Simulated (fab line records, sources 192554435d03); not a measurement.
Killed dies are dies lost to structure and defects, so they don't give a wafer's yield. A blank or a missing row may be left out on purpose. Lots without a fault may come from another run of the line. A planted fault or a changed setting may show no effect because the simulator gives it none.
Problem report in the 8D (eight disciplines) form, filled by code | flow n5_finfet | the parts of the form that need people (team, actions taken, sign-off) are left out

1. THE PROBLEM
run_length_s at N5_FIN_CUT_CUT_ETCH_26 reads a mean of 75.7 s on 2 wafers of 2 lots; wafers without a fault read 79.1 s with a standard deviation of 0.59. That is -5.8 standard deviations from the usual mean.
The step: etches SiNx in CH3F/O2, target depth 39 nm, time 55.7 s.
First seen on wafer L896.3, day 4 23:36, on rie_diel-02. The record holds 12 wafers of 4 lots with a number at this step. Rule for "out", or "out of limits": more than 4 standard deviations from the usual mean. The other wafers with a number count as sound.

2. WHAT IT IS AND WHAT IT IS NOT
question                    | is               | is not
which readings at this step | run_length_s     | chamber_pressure_mTorr, drypump_motor_current_A, mfc_ar_sccm, oes_product_au, rf_vpp_V, showerhead_plenum_p_Torr, throttle_valve_pct
which lots                  | L896, L898       | L895, L906
which wafers of those lots  | L896.3, L898.5   | L896.1, L896.5, L898.2, L898.3
read on which tools         | rie_diel-02      | rie_diel-05
when                        | from day 4 23:36 | up to then (5 sound wafers); but 5 sound wafers of L898, L906 came after

3. SUSPECTS, AND WHAT RULES EACH OUT
Counting: a tool at a process step up to the reading stays a suspect if it ran every lot that is out. Sound lots after the first of them don't rule it out here, since some wafers of a struck lot are sound.
- rie_diel-02 at N5_FIN_CUT_CUT_ETCH_26 (etches SiNx in CH3F/O2, target depth 39 nm, time 55.7 s): kept. It ran every lot that is out, first L896 (day 4 23:36); its last sound lot up to then is L895 (day 4 15:43). Its own readings are out on those wafers: run_length_s.
- Within rie_diel-02 at N5_FIN_CUT_CUT_ETCH_26: the wafers that are out ran in chamber 1; their sound lot-mates ran in chambers 0, 3.
Left after counting: rie_diel-02 at N5_FIN_CUT_CUT_ETCH_26.

4. THE CAUSE (what the simulator had put in)
Process parameter drift: rie_diel-02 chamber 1, from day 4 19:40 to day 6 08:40, at N5_FIN_CUT_CUT_ETCH_26. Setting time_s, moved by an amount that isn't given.
Counting left only this tool.

5. THE CHAIN OF EFFECTS, in route order
Each row: a reading whose mean over the struck wafers that have a number lies more than 3 standard deviations from the usual. Only readings for which the record gives a usual standard deviation are gone through. hours: the time from each lot's start at the first step in this table that gives one to its start at this step, as a median over the lots. sigmas: the change in usual standard deviations.
hours | step                   | reading      | usual  | on struck wafers | change | sigmas
0     | N5_FIN_CUT_CUT_ETCH_26 | run_length_s | 79.1 s | 75.7             | -3.4   | -5.8
The process steps in it:
- N5_FIN_CUT_CUT_ETCH_26: etches SiNx in CH3F/O2, target depth 39 nm, time 55.7 s.
Readings that are blank on the struck wafers while sound wafers have them: bias_w at N5_FIN_CUT_CUT_ETCH_26.
Later measuring or inspecting steps at which every struck wafer that the step has a row for has a number for every such reading, and none has moved that far: N5_BEOL_M4_RC_MEAS_101.

6. WHAT WOULD HAVE CAUGHT IT SOONER
In this record the first reading out of limits was taken at day 4 23:36, 4 hours after the fault began at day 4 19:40.
